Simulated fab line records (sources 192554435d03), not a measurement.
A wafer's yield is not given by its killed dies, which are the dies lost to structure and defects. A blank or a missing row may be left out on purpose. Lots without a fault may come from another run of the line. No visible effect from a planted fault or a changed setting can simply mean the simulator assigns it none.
fab line records | flow n5_finfet | part 1 of 2: steps 1 to 26 of 27
[record] lots = 6 | wafers = 18 | last_day = 17
route steps=1938 shown BEOL_M0@719 BEOL_M4@1111 PASSIVATION@1936
lots that met no fault: taken from a fault-free run of the same line
start_h: the number of hours between the record's first day and the start of the first shown wafer of the lot | wait_h: how many hours have passed since the lot's step before this one | " unchanged from the row above | L1.1+2: several wafers, shown together as one row | - either no value or no given start | * or withheld: withheld | < > ~ a bound
route shown NAME@n: NAME is a module with steps in the file, n the number in the route of the first one | usual: mean and standard deviation over wafers with no fault | same: alike in all rows | chamber/n: place in a boat | sites: per-site readings | _std_site: how widely they spread, as a standard deviation | _edge_site: the outer-site mean with the inner-site mean subtracted | radius_mm: for every site, how far away it sits from the centre of the wafer | mask NAME#n: copy n | behind: tool/chamber where the wafer was last shaped | hold: the reason the lot was held/the length of the hold in hours/how it ended | device: whichever transistor did not switch (one of n, p or np) | end of line: tests of these same wafers at the route's end | a step with no rows: only its recipe | killed: count of dies lost to structure and defects at first sort (not the wafer's yield) | map: per-die view of a wafer (x killed, . not killed, _ where there is no die)
set.NAME: the setting the step ran with; set.NAME@STEP: the setting that earlier step ran with | model.NAME: the simulator's own value behind a step, which no gauge read
certain route steps with their lots: each step a table, each wafer a row
services: a tool's chamber out of use, with start hour (start_h, from the record's first day; less than 0 if before it), hours out, and reason
[[steps]]
[step N5_BEOL_M0_WET_ETCH_106]
[recipe] chemistry = DHF | dilution = 10:1 | temp_c = 25 | target = SiO2 | target_depth_a = 1300 | dry = ipa_marangoni | rinse_time_s = 30 | rinse_temp_c = 23
[step N5_BEOL_M0_ETCH_128]
[recipe] chemistry = CF4/N2 | target_depth_a = 120 | overetch_a = 51 | target = SiCN | time_s = 21.4 | ion_energy_ev = 150 | pressure_mtorr = 40 | source_w = 430 | bias_w = 70 | Ar_flow_sccm = 100 | cf4_flow_sccm = 60 | n2_flow_sccm = 60
[usual] drypump_motor_current_A = 5.9/0.55 | oes_product_au = 0.55/0.061 | rf_vpp_V = 381.4/1.7 | showerhead_plenum_p_Torr = 2.18/0.065 | throttle_valve_pct = 15.38/0.29
[same] time_s = 21.4
lot.wafer | tool        | chamber | start_h | wait_h | drypump_motor_current_A | oes_product_au | rf_hours_counter_h | rf_vpp_V | showerhead_plenum_p_Torr | throttle_valve_pct
L248.1    | rie_diel-06 | 2       | 128.62  | 0.0    | 6.2                     | 0.65           | 6                  | 380.5    | 2.18                     | 15.29
L248.2    | "           | 0       | "       | "      | 4.9                     | 0.49           | 193                | 379.2    | 2.11                     | 15.83
L248.3    | "           | 1       | "       | "      | 5.9                     | 0.46           | 243                | 378.2    | 2.09                     | 15.44
L250.3    | rie_diel-02 | 3       | 135.21  | 0.5    | 6.0                     | 0.48           | -                  | 383.6    | 2.20                     | 15.70
L250.5    | "           | 3       | "       | "      | 5.9                     | 0.50           | -                  | 382.3    | 2.20                     | 15.68
L250.6    | "           | 1       | "       | "      | 5.5                     | 0.62           | -                  | 381.5    | 2.17                     | 14.91
L256.1    | rie_diel-02 | 1       | 169.60  | 0.7    | 5.5                     | 0.59           | 33                 | 381.1    | 2.16                     | 14.93
L256.3    | "           | 2       | "       | "      | 6.2                     | 0.55           | 88                 | 381.4    | 2.15                     | 15.44
L256.4    | "           | 3       | "       | "      | 6.0                     | 0.49           | 218                | 382.3    | 2.19                     | 15.72
L257.1    | rie_diel-05 | 0       | 174.97  | 0.6    | 6.0                     | 0.53           | 130                | 380.3    | 2.12                     | 15.27
L257.4    | "           | 0       | "       | "      | 6.0                     | 0.53           | -                  | 379.9    | 2.12                     | 15.30
L257.5    | "           | 3       | "       | "      | 4.9                     | 0.58           | -                  | 382.0    | 2.15                     | 14.91
L266.1    | rie_diel-05 | 0       | 228.04  | 0.0    | 6.0                     | 0.51           | 151                | 380.2    | 2.11                     | 15.33
L266.2    | "           | 1       | "       | "      | 6.4                     | 0.60           | 53                 | 381.3    | 2.16                     | 15.29
L266.5    | "           | 0       | "       | "      | 6.0                     | 0.51           | -                  | 380.7    | 2.11                     | 15.31
L267.2    | rie_diel-06 | 2       | 235.51  | 0.2    | 6.2                     | 0.59           | 47                 | 380.6    | 2.16                     | 15.38
L267.3    | "           | 0       | "       | "      | 4.9                     | 0.47           | 232                | 379.7    | 2.09                     | 15.90
L267.4    | "           | 1       | "       | "      | 5.9                     | 0.63           | 22                 | 385.8    | 2.34                     | 15.05
[step N5_BEOL_M0_TRENCH_ETCH_107]
[recipe] chemistry = C4F6/O2 | target_depth_a = 328 | target = SiOC | time_s = 16.4 | ion_energy_ev = 250 | pressure_mtorr = 30 | source_w = 355 | bias_w = 185 | Ar_flow_sccm = 300 | C4F6_flow_sccm = 10 | O2_flow_sccm = 10
[usual] drypump_motor_current_A = 5.9/0.55 | oes_product_au = 0.80/0.094 | rf_vpp_V = 658/11 | showerhead_plenum_p_Torr = 2.81/0.084 | throttle_valve_pct = 20.82/0.27
[same] time_s = 16.4
lot.wafer | tool        | chamber | start_h | wait_h | drypump_motor_current_A | oes_product_au | rf_hours_counter_h | rf_vpp_V | showerhead_plenum_p_Torr | throttle_valve_pct
L248.1    | rie_diel-06 | 2       | 128.66  | 0.0    | 6.2                     | 0.98           | 6                  | 647      | 2.80                     | 20.80
L248.2    | "           | 0       | "       | "      | 4.9                     | 0.74           | 193                | 649      | 2.71                     | 21.27
L248.3    | "           | 1       | "       | "      | 5.9                     | 0.70           | 243                | 653      | 2.70                     | 20.80
L250.3    | rie_diel-02 | 3       | 135.26  | 0.0    | 6.0                     | 0.70           | -                  | 674      | 2.83                     | 21.07
L250.5    | "           | 3       | "       | "      | 6.0                     | 0.71           | -                  | 675      | 2.83                     | 21.08
L250.6    | "           | 1       | "       | "      | 5.5                     | 0.90           | -                  | 655      | 2.80                     | 20.34
L256.1    | rie_diel-02 | 1       | 169.64  | 0.0    | 5.5                     | 0.88           | 33                 | 657      | 2.79                     | 20.37
L256.3    | "           | 2       | "       | "      | 6.2                     | 0.80           | 88                 | 642      | 2.78                     | 20.95
L256.4    | "           | 3       | "       | "      | 6.0                     | 0.70           | 218                | 675      | 2.82                     | 21.11
L257.1    | rie_diel-05 | 0       | 175.01  | 0.0    | 6.0                     | 0.78           | 130                | 651      | 2.73                     | 20.64
L257.4    | "           | 0       | "       | "      | 6.0                     | 0.78           | -                  | 651      | 2.73                     | 20.64
L257.5    | "           | 3       | "       | "      | 4.9                     | 0.83           | -                  | 664      | 2.80                     | 20.43
L266.1    | rie_diel-05 | 0       | 228.09  | 0.0    | 6.0                     | 0.76           | 151                | 651      | 2.73                     | 20.68
L266.2    | "           | 1       | "       | "      | 6.4                     | 0.90           | 53                 | 670      | 2.79                     | 20.79
L266.5    | "           | 0       | "       | "      | 6.0                     | 0.76           | -                  | 650      | 2.73                     | 20.67
L267.2    | rie_diel-06 | 2       | 235.55  | 0.0    | 6.2                     | 0.88           | 47                 | 647      | 2.79                     | 20.87
L267.3    | "           | 0       | "       | "      | 4.9                     | 0.70           | 232                | 650      | 2.70                     | 21.32
L267.4    | "           | 1       | "       | "      | 5.9                     | 0.92           | 22                 | 664      | 3.02                     | 20.53
[step N5_BEOL_M0_STRIP_142]
[recipe] chemistry = N2/H2 | time_s = 10 | power_w = 450 | temp_c = 40 | pressure_mtorr = 20 | rf_frequency_hz = 6e+07 | bias_power_w = 7 | n2_flow_sccm = 200 | h2_flow_sccm = 200
[step N5_BEOL_M0_OCD_MEAS_108]
[usual] trench_depth_nm = 32.8/0.78
lot.wafer | tool   | chamber | start_h | wait_h | trench_depth_nm
L248.1    | ocd-02 | -       | 128.76  | 0.1    | 33.9
L248.2    | "      | -       | "       | "      | 33.4
L248.3    | "      | -       | "       | "      | 33.2
L250.3    | ocd-02 | -       | 135.40  | 0.1    | 32.8
L250.5    | "      | -       | "       | "      | 32.0
L250.6    | "      | -       | "       | "      | 32.4
L256.1    | ocd-01 | -       | 169.75  | 0.1    | 32.8
L256.3    | "      | -       | "       | "      | 33.1
L256.4    | "      | -       | "       | "      | 33.0
L257.1    | ocd-01 | -       | 175.11  | 0.1    | 32.9
L257.4    | "      | -       | "       | "      | 32.6
L257.5    | "      | -       | "       | "      | 31.6
L266.1    | ocd-01 | -       | 228.19  | 0.1    | 32.7
L266.2    | "      | -       | "       | "      | 34.2
L266.5    | "      | -       | "       | "      | 32.8
L267.2    | ocd-01 | -       | 235.66  | 0.1    | 33.5
L267.3    | "      | -       | "       | "      | 33.3
L267.4    | "      | -       | "       | "      | 33.3
[step N5_BEOL_M0_HM_STRIP_129]
[recipe] chemistry = peroxide_tin_strip | material = TiN | target_depth_a = 170 | temp_c = 50 | time_s = 108
[step N5_BEOL_M0_SRD_130]
[recipe] time_s = 30 | temp_c = 23 | rinse_liquid = diw | dry = ipa_marangoni
[step N5_BEOL_M0_ETCH_109]
[recipe] chemistry = CH3F/O2 | target_depth_a = 80 | overetch_a = 24 | target = SiCN | time_s = 27.4 | ion_energy_ev = 120 | pressure_mtorr = 30 | source_w = 395 | bias_w = 75 | Ar_flow_sccm = 150 | CH3F_flow_sccm = 30 | O2_flow_sccm = 20
[usual] drypump_motor_current_A = 5.8/0.59 | oes_product_au = 0.68/0.07 | rf_vpp_V = 296.6/1.4 | showerhead_plenum_p_Torr = 1.97/0.055 | throttle_valve_pct = 16.27/0.27
[same] time_s = 27.4
lot.wafer | tool        | chamber | start_h | wait_h | drypump_motor_current_A | oes_product_au | rf_hours_counter_h | rf_vpp_V | showerhead_plenum_p_Torr | throttle_valve_pct
L248.1    | rie_diel-06 | 3       | 128.87  | 0.0    | 6.5                     | 0.64           | 158                | 298.6    | 2.08                     | 16.46
L248.2    | "           | 0       | "       | "      | 4.9                     | 0.62           | 193                | 294.3    | 1.90                     | 16.71
L248.3    | "           | 1       | "       | "      | 5.9                     | 0.59           | 243                | 296.3    | 1.89                     | 16.35
L250.3    | rie_diel-06 | 2       | 135.51  | 0.0    | 6.2                     | 0.81           | 9                  | 297.3    | 1.97                     | 16.17
L250.5    | "           | 3       | "       | "      | 6.5                     | 0.65           | -                  | 298.7    | 2.08                     | 16.45
L250.6    | "           | 2       | "       | "      | 6.2                     | 0.81           | -                  | 295.9    | 1.97                     | 16.17
L256.1    | rie_diel-06 | 0       | 170.08  | 0.2    | 4.9                     | 0.60           | 210                | 294.4    | 1.90                     | 16.73
L256.3    | "           | 3       | "       | "      | 6.5                     | 0.62           | 176                | 299.1    | 2.08                     | 16.49
L256.4    | "           | 2       | "       | "      | 6.2                     | 0.78           | -                  | 296.7    | 1.96                     | 16.19
L257.1    | rie_diel-05 | 2       | 175.80  | 0.6    | 6.6                     | 0.59           | 203                | 297.7    | 1.98                     | 16.39
L257.4    | "           | 3       | "       | "      | 4.9                     | 0.72           | -                  | 296.3    | 1.97                     | 15.88
L257.5    | "           | 2       | "       | "      | 6.6                     | 0.60           | -                  | 297.4    | 1.98                     | 16.39
L266.1    | rie_diel-06 | 3       | 228.30  | 0.0    | 6.4                     | 0.60           | 200                | 299.5    | 2.07                     | 16.53
L266.2    | "           | 1       | "       | "      | 5.9                     | 0.76           | 20                 | 300.2    | 2.13                     | 15.95
L266.5    | "           | 1       | "       | "      | 5.9                     | 0.78           | -                  | 299.6    | 2.13                     | 15.93
L267.2    | rie_diel-02 | 2       | 235.76  | 0.0    | 6.2                     | 0.65           | 111                | 295.9    | 1.94                     | 16.40
L267.3    | "           | 3       | "       | "      | 6.0                     | 0.59           | 241                | 297.0    | 1.98                     | 16.63
L267.4    | "           | 0       | "       | "      | 5.0                     | 0.72           | 67                 | 296.4    | 1.95                     | 16.12
[step N5_BEOL_M0_STRIP_139]
[recipe] chemistry = post_etch_residue_remover | time_s = 60 | temp_c = 25 | remover_ph = withheld | remover_water_wt_pct = withheld | remover_fluoride_wt_pct = withheld
[step N5_BEOL_M0_SRD_111]
[recipe] time_s = 30 | temp_c = 23 | rinse_liquid = diw | dry = ipa_marangoni
[step N5_BEOL_M0_DEGAS_112]
[recipe] ambient = vacuum | temp_c = 250 | time_s = 60
[step N5_BEOL_M0_PRE_CLEAN_113]
[recipe] gas = H2/He | time_s = 30 | temp_c = 250
[step N5_BEOL_M0_ALD_136]
[recipe] material = TaN | target_thk_a = * | temp_c = 275 | ald_precursor_family = PDMAT | ald_co_reactant = NH3 | pressure_torr = 3 | carrier_flow_sccm = 1500 | pulse_time_s = 2 | purge_time_s = 3 | co_reactant_purge_time_s = 2 | co_reactant_pulse_time_s = 3 | ald_cycles = 30 | precursor_vessel_temp_c = 75 | precursor_vessel_pressure_torr = 26.25 | precursor_vessel_carrier_sccm = 1000
[usual] ald_cycles = 30/0 | chamber_pressure_Torr = 3.000/0.0071 | heater_power_w = 413/38 | purge_time_s = 3/0
lot.wafer | tool         | chamber | start_h | wait_h | ald_cycles | chamber_pressure_Torr | heater_power_w | purge_time_s | since_wet_clean_h
L248.1    | ald_metal-03 | 1       | 129.89  | 0.1    | 30         | 3.005                 | 414            | 3            | 2870
L248.2    | "            | 2       | "       | "      | 30         | 2.991                 | 409            | 3            | 2870
L248.3    | "            | 0       | "       | "      | 30         | 2.997                 | 456            | 3            | 2870
L250.3    | ald_metal-02 | 2       | 136.25  | 0.3    | 30         | 3.013                 | 397            | 3            | 4415
L250.5    | "            | 0       | "       | "      | 30         | 2.996                 | 412            | 3            | -
L250.6    | "            | 1       | "       | "      | 30         | 2.996                 | 434            | 3            | -
L256.1    | ald_metal-02 | 1       | 171.35  | 0.0    | -          | -                     | -              | -            | -
L256.3    | "            | 3       | "       | "      | -          | -                     | -              | -            | -
L256.4    | "            | 2       | "       | "      | -          | -                     | -              | -            | -
L257.1    | ald_metal-03 | 0       | 176.65  | 0.3    | -          | -                     | -              | -            | -
L257.4    | "            | 3       | "       | "      | -          | -                     | -              | -            | -
L257.5    | "            | 2       | "       | "      | -          | -                     | -              | -            | -
L266.1    | ald_metal-01 | 0       | 229.07  | 0.1    | 30         | 3.007                 | 393            | 3            | 6046
L266.2    | "            | 2       | "       | "      | 30         | 3.010                 | 505            | 3            | 6046
L266.5    | "            | 1       | "       | "      | 30         | 2.992                 | 381            | 3            | -
L267.2    | ald_metal-01 | 0       | 238.17  | 0.3    | 30         | 2.988                 | 400            | 3            | 6055
L267.3    | "            | 2       | "       | "      | 30         | 2.995                 | 508            | 3            | 6055
L267.4    | "            | 1       | "       | "      | 30         | 3.001                 | 375            | 3            | -
[step N5_BEOL_M0_SURFACE_TREAT_137]
[recipe] gas = Ar | time_s = * | ion_energy_ev = * | ion_current_ma_cm2 = 0.5 | pressure_mtorr = * | ar_flow_sccm = 30
[step N5_BEOL_M0_CVD_115]
[recipe] material = Co | target_thk_a = * | temp_c = withheld | precursor = CCTBA/H2 | pressure_torr = 30 | time_s = 120
[step N5_BEOL_M0_SPUTTER_116]
[recipe] material = Cu | target_thk_a = 40 | temp_c = -20 | chamber_pressure_pa = 0.07 | power_w = withheld | time_s = 7.37
[step N5_BEOL_M0_ANNEAL_117]
[recipe] temp_c = 400 | time_s = 60 | ambient = vacuum
[usual] heater_power_w = 844/65 | susceptor_temp_C_max = 400.9/0.32
[same] time_s = 60
lot.wafer | tool           | chamber | start_h | wait_h | heater_power_w | susceptor_temp_C_max
L248.1    | pvd_sputter-03 | -       | 130.67  | 0.0    | 822            | 400.8
L248.2    | "              | -       | "       | "      | 845            | 400.9
L248.3    | "              | -       | "       | "      | 815            | 401.2
L250.3    | pvd_sputter-01 | -       | 137.34  | 0.0    | 807            | 400.9
L250.5    | "              | -       | "       | "      | 766            | 400.6
L250.6    | "              | -       | "       | "      | 794            | 400.8
L256.1    | pvd_sputter-02 | -       | 171.91  | 0.0    | 1010           | 401.0
L256.3    | "              | -       | "       | "      | 835            | 401.0
L256.4    | "              | -       | "       | "      | 881            | 401.1
L257.1    | pvd_sputter-01 | -       | 177.42  | 0.0    | 830            | 401.0
L257.4    | "              | -       | "       | "      | 834            | 400.9
L257.5    | "              | -       | "       | "      | 754            | 400.3
L266.1    | pvd_sputter-03 | -       | 231.31  | 0.0    | 862            | 400.5
L266.2    | "              | -       | "       | "      | 801            | 400.9
L266.5    | "              | -       | "       | "      | 796            | 401.5
L267.2    | pvd_sputter-03 | -       | 239.39  | 0.0    | 833            | 401.2
L267.3    | "              | -       | "       | "      | 795            | 401.1
L267.4    | "              | -       | "       | "      | 795            | 401.4
[step N5_BEOL_M0_SPUTTER_132]
[recipe] material = Cu | target_thk_a = 40 | temp_c = -20 | chamber_pressure_pa = 0.07 | power_w = withheld | time_s = 7.37
[step N5_BEOL_M0_ANNEAL_133]
[recipe] temp_c = 400 | time_s = 60 | ambient = vacuum
[step N5_BEOL_M0_SPUTTER_134]
[recipe] material = Cu | target_thk_a = 40 | temp_c = -20 | chamber_pressure_pa = 0.07 | power_w = withheld | time_s = 7.37
[step N5_BEOL_M0_ANNEAL_135]
[recipe] temp_c = 400 | time_s = 60 | ambient = vacuum
[usual] heater_power_w = 845/65 | susceptor_temp_C_max = 400.9/0.32
[same] time_s = 60
lot.wafer | tool           | chamber | start_h | wait_h | heater_power_w | susceptor_temp_C_max
L248.1    | pvd_sputter-03 | -       | 130.93  | 0.0    | 804            | 400.9
L248.2    | "              | -       | "       | "      | 825            | 401.4
L248.3    | "              | -       | "       | "      | 835            | 400.9
L250.3    | pvd_sputter-01 | -       | 137.58  | 0.0    | 811            | 401.3
L250.5    | "              | -       | "       | "      | 764            | 400.5
L250.6    | "              | -       | "       | "      | 790            | 401.0
L256.1    | pvd_sputter-02 | -       | 172.15  | 0.0    | 1037           | 401.0
L256.3    | "              | -       | "       | "      | 847            | 401.5
L256.4    | "              | -       | "       | "      | 919            | 401.5
L257.1    | pvd_sputter-01 | -       | 177.66  | 0.0    | 826            | 401.3
L257.4    | "              | -       | "       | "      | 834            | 400.8
L257.5    | "              | -       | "       | "      | 765            | 400.3
L266.1    | pvd_sputter-03 | -       | 231.55  | 0.0    | 881            | 400.5
L266.2    | "              | -       | "       | "      | 791            | 401.0
L266.5    | "              | -       | "       | "      | 839            | 401.0
L267.2    | pvd_sputter-03 | -       | 239.63  | 0.0    | 801            | 400.9
L267.3    | "              | -       | "       | "      | 819            | 401.2
L267.4    | "              | -       | "       | "      | 806            | 400.9
[step N5_BEOL_M0_SPUTTER_141]
[recipe] material = Cu | target_thk_a = 40 | temp_c = -20 | chamber_pressure_pa = 0.07 | power_w = withheld | time_s = 7.37
[step N5_BEOL_M0_ECD_118]
[recipe] material = Cu | target_thk_a = 3000
[step N5_BEOL_M0_ANNEAL_119]
[recipe] temp_c = 225 | time_s = 90 | ambient = N2
[step N5_BEOL_M0_CMP_120]
[recipe] stop_on = SiOC | t_overpolish_s = 6.9 | down_force_psi = 1 | platen_rpm = 50 | clearing_platen_down_force_psi = 1.5 | clearing_platen_rpm = 50 | post_cmp_clean = cu_alkaline | clearing_platen_pad_velocity_m_s = 0.99484 | pad_velocity_m_s = 0.99484
[usual] barrier_field_endpoint_s = 3.69/0.13 | head_pressure_psi = 1.0003/0.0023 | motor_current_A = 6.0/0.69
lot.wafer | tool   | chamber | start_h | wait_h | barrier_field_endpoint_s | head_pressure_psi | motor_current_A
L248.3    | cmp-03 | 0       | 131.48  | 0.2    | 3.69                     | 1.0009            | 5.9
L248.2    | "      | 1       | "       | "      | 3.98                     | 1.0012            | 5.6
L248.1    | "      | 3       | "       | "      | 3.68                     | 1.0011            | 7.6
L250.3    | cmp-04 | 3       | 138.29  | 0.3    | 3.69                     | 1.0039            | 5.3
L250.6    | "      | 0       | "       | "      | 3.75                     | 0.9994            | 5.8
L250.5    | "      | 1       | "       | "      | 3.63                     | 1.0016            | 5.7
L256.1    | cmp-02 | 0       | 172.68  | 0.3    | 1.64                     | 1.0027            | 5.6
L256.3    | "      | 1       | "       | "      | 1.64                     | 1.0001            | 6.7
L256.4    | "      | 3       | "       | "      | 1.61                     | 0.9962            | 6.1
L257.4    | cmp-03 | 1       | 178.25  | 0.2    | 1.80                     | 0.9990            | 5.3
L257.1    | "      | 3       | "       | "      | 1.89                     | 1.0025            | 7.4
L257.5    | "      | 0       | "       | "      | 1.75                     | 1.0009            | 5.8
L266.2    | cmp-04 | 2       | 232.13  | 0.3    | 3.76                     | 1.0025            | 6.0
L266.1    | "      | 0       | "       | "      | 3.88                     | 0.9993            | 5.6
L266.5    | "      | 3       | "       | "      | 3.89                     | 0.9971            | 5.6
L267.3    | cmp-03 | 1       | 240.16  | 0.2    | 3.68                     | 0.9986            | 5.4
L267.4    | "      | 2       | "       | "      | 3.80                     | 1.0016            | 6.1
L267.2    | "      | 0       | "       | "      | 3.59                     | 0.9990            | 6.1
[step N5_BEOL_M4_RC_MEAS_101]
[usual] DIBL_N = 35.9/1.7 | DIBL_P = 36.0/2.2 | IOFF_N = 0.16/0.031 | IOFF_P = 0.21/0.039 | ION_N = 678/13 | ION_P = 464/8.8 | SS_N = 71.5/0.61 | SS_P = 73.2/0.68 | VT_N = 249/3.3 | VT_P = -250/3.8
lot.wafer | tool      | chamber | start_h | wait_h | DIBL_N[mV/V] | DIBL_P[mV/V] | IOFF_N[nA/um] | IOFF_P[nA/um] | ION_N[uA/um] | ION_P[uA/um] | SS_N[mV/dec] | SS_P[mV/dec] | VT_N[mV] | VT_P[mV]
L248.1    | prober-01 | 0       | 175.21  | 0.0    | 36.7         | 36.9         | 0.19          | 0.24          | 687          | 470          | 71.7         | 73.3         | 247      | -247
L248.2    | "         | 0       | "       | "      | 35.6         | 35.2         | 0.17          | 0.21          | 687          | 469          | 71.7         | 73.4         | 245      | -250
L248.3    | "         | 0       | "       | "      | 36.0         | 35.6         | 0.18          | 0.22          | 699          | 477          | 71.8         | 73.3         | 246      | -248
L250.3    | prober-02 | 0       | 184.21  | 0.3    | 34.3         | 35.0         | 0.13          | 0.19          | 655          | 457          | 70.7         | 73.4         | 254      | -251
L250.5    | "         | 0       | "       | "      | 36.8         | 38.0         | 0.18          | 0.22          | 687          | 472          | 72.2         | 73.7         | 248      | -248
L250.6    | "         | 0       | "       | "      | 36.2         | 35.7         | 0.15          | 0.20          | 663          | 454          | 72.4         | 73.4         | 252      | -254
L266.1    | prober-02 | 0       | 281.42  | 0.0    | 36.7         | 37.6         | 0.16          | 0.23          | 668          | 467          | 71.3         | 74.0         | 252      | -248
L266.2    | "         | 0       | "       | "      | 36.7         | 36.5         | 0.15          | 0.20          | 659          | 457          | 71.6         | 73.7         | 253      | -251
L266.5    | "         | 0       | "       | "      | 36.1         | 36.9         | 0.15          | 0.21          | 679          | 471          | 71.5         | 73.1         | 249      | -250
L267.2    | prober-02 | 0       | 285.22  | 0.2    | 37.5         | 37.9         | 0.17          | 0.22          | 680          | 468          | 71.4         | 73.1         | 248      | -250
L267.3    | "         | 0       | "       | "      | 36.1         | 36.5         | 0.17          | 0.19          | 687          | 471          | 70.9         | 73.0         | 250      | -253
L267.4    | "         | 0       | "       | "      | 36.1         | 35.8         | 0.15          | 0.18          | 672          | 460          | 72.1         | 73.7         | 250      | -254
[[key]]
[first_sign] step = N5_BEOL_M0_ALD_136 | reading = tool_record | direction = missing
[effect] step = N5_BEOL_M0_CMP_120 | reading = barrier_field_endpoint_s | direction = down | sigmas = 15 | usual = 3.69 | struck = 1.72
[effect] step = N5_PASSIVATION_PROBE_49 | reading = killed_at_M0_to_M3 | direction = up | sigmas = 99+ | usual = 36 | struck = 1114
[more_kills_born_at] N5_BEOL_M0_ALD_136@ald_metal-03 = 3214 | N5_BEOL_M0_ALD_136@ald_metal-02 = 3188
met_at N5_BEOL_M0_ALD_136
struck_wafers L256.1,L256.3,L256.4,L257.1,L257.4,L257.5
later_rows_left_out L256.1,L256.3,L256.4,L257.1,L257.4,L257.5
onset_between 136.25 171.35
[fault] kind = skipped_step_whole | tool = ald_metal-02,ald_metal-03 | chamber = - | onset_h = 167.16 | steps = N5_BEOL_M0_ALD_136 | scope = struck_lots_only
// later_rows_left_out: the simulator's readings of these wafers behind a module that went badly wrong aren't trusted and aren't shown, but for the sort
